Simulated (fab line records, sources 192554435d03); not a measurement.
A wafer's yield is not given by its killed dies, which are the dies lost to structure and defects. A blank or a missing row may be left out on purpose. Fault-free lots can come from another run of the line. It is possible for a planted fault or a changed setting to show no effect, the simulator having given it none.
Chamber matching / flow n5-finfet / N5_BEOL_M0_SAQP_ETCH_106 on rie-diel-01: 4 sister chambers
The step etches SOC in N2/H2, stops on SiNx, target depth 150 nm. 14 wafers are shown with their chamber, then 7 later ones without.

## WAFERS, EACH WITH ITS CHAMBER
wafer=L075.2; chamber=2; drypump-motor-current-A (A)=5.2; showerhead-plenum-p-Torr (Torr)=2.47; throttle-valve-pct (%)=17.82
wafer=L075.3; chamber=1; drypump-motor-current-A (A)=6.3; showerhead-plenum-p-Torr (Torr)=2.49; throttle-valve-pct (%)=17.57
wafer=L075.4; chamber=1; drypump-motor-current-A (A)=6.3; showerhead-plenum-p-Torr (Torr)=2.49; throttle-valve-pct (%)=17.57
wafer=L074.2; chamber=1; drypump-motor-current-A (A)=6.4; showerhead-plenum-p-Torr (Torr)=2.49; throttle-valve-pct (%)=17.58
wafer=L074.3; chamber=0; drypump-motor-current-A (A)=6.1; showerhead-plenum-p-Torr (Torr)=2.62; throttle-valve-pct (%)=17.80
wafer=L074.5; chamber=2; drypump-motor-current-A (A)=5.2; showerhead-plenum-p-Torr (Torr)=2.46; throttle-valve-pct (%)=17.82
wafer=L086.3; chamber=3; drypump-motor-current-A (A)=6.0; showerhead-plenum-p-Torr (Torr)=2.54; throttle-valve-pct (%)=17.56
wafer=L086.5; chamber=3; drypump-motor-current-A (A)=6.0; showerhead-plenum-p-Torr (Torr)=2.54; throttle-valve-pct (%)=17.57
wafer=L086.6; chamber=2; drypump-motor-current-A (A)=5.2; showerhead-plenum-p-Torr (Torr)=2.45; throttle-valve-pct (%)=17.85
wafer=L087.3; chamber=1; drypump-motor-current-A (A)=6.3; showerhead-plenum-p-Torr (Torr)=2.48; throttle-valve-pct (%)=17.61
wafer=L087.4; chamber=2; drypump-motor-current-A (A)=5.2; showerhead-plenum-p-Torr (Torr)=2.45; throttle-valve-pct (%)=17.86
wafer=L087.5; chamber=3; drypump-motor-current-A (A)=6.0; showerhead-plenum-p-Torr (Torr)=2.54; throttle-valve-pct (%)=17.58
wafer=L090.3; chamber=1; drypump-motor-current-A (A)=6.3; showerhead-plenum-p-Torr (Torr)=2.48; throttle-valve-pct (%)=17.63
wafer=L090.4; chamber=1; drypump-motor-current-A (A)=6.3; showerhead-plenum-p-Torr (Torr)=2.48; throttle-valve-pct (%)=17.64

SIGNATURES (means of the wafers above)
reading=drypump-motor-current-A; chamber 0=6.100; chamber 1=6.317; chamber 2=5.200; chamber 3=6.000; scatter within a chamber=0.0289
reading=showerhead-plenum-p-Torr; chamber 0=2.6200; chamber 1=2.4850; chamber 2=2.4575; chamber 3=2.5400; scatter within a chamber=0.00652
reading=throttle-valve-pct; chamber 0=17.8000; chamber 1=17.6000; chamber 2=17.8375; chamber 3=17.5700; scatter within a chamber=0.025
Rule: for a wafer and a chamber, the distance is found by dividing, reading by reading, the gap between the wafer's reading and the chamber's mean by the reading's scatter, squaring, summing and taking the root. If the next closest chamber is less than 2 further off than the closest, the wafer can't be placed; otherwise it belongs to the closest. The scatter: take each reading less its chamber's mean, square it, sum over the shown wafers, divide by the number of wafers less the number of chambers, and take the root.

## WAFERS WITHOUT THEIR CHAMBER
wafer=L090.5; drypump-motor-current-A (A)=5.2; showerhead-plenum-p-Torr (Torr)=2.45; throttle-valve-pct (%)=17.87
wafer=L092.1; drypump-motor-current-A (A)=6.4; showerhead-plenum-p-Torr (Torr)=2.48; throttle-valve-pct (%)=17.65
wafer=L092.2; drypump-motor-current-A (A)=5.1; showerhead-plenum-p-Torr (Torr)=2.45; throttle-valve-pct (%)=17.86
wafer=L092.5; drypump-motor-current-A (A)=6.4; showerhead-plenum-p-Torr (Torr)=2.47; throttle-valve-pct (%)=17.65
wafer=L094.1; drypump-motor-current-A (A)=6.4; showerhead-plenum-p-Torr (Torr)=2.47; throttle-valve-pct (%)=17.65
wafer=L094.2; drypump-motor-current-A (A)=6.0; showerhead-plenum-p-Torr (Torr)=2.53; throttle-valve-pct (%)=17.59
wafer=L094.4; drypump-motor-current-A (A)=6.0; showerhead-plenum-p-Torr (Torr)=2.53; throttle-valve-pct (%)=17.59

## CHAMBER TAKEN BY EACH
wafer=L090.5; from the rows above=2; in truth=2
wafer=L092.1; from the rows above=1; in truth=1
wafer=L092.2; from the rows above=2; in truth=2
wafer=L092.5; from the rows above=1; in truth=1
wafer=L094.1; from the rows above=1; in truth=1
wafer=L094.2; from the rows above=3; in truth=3
wafer=L094.4; from the rows above=3; in truth=3
Correct placement for 7 of the 7. Can't be placed from these rows: 0. Wrongly placed: 0.
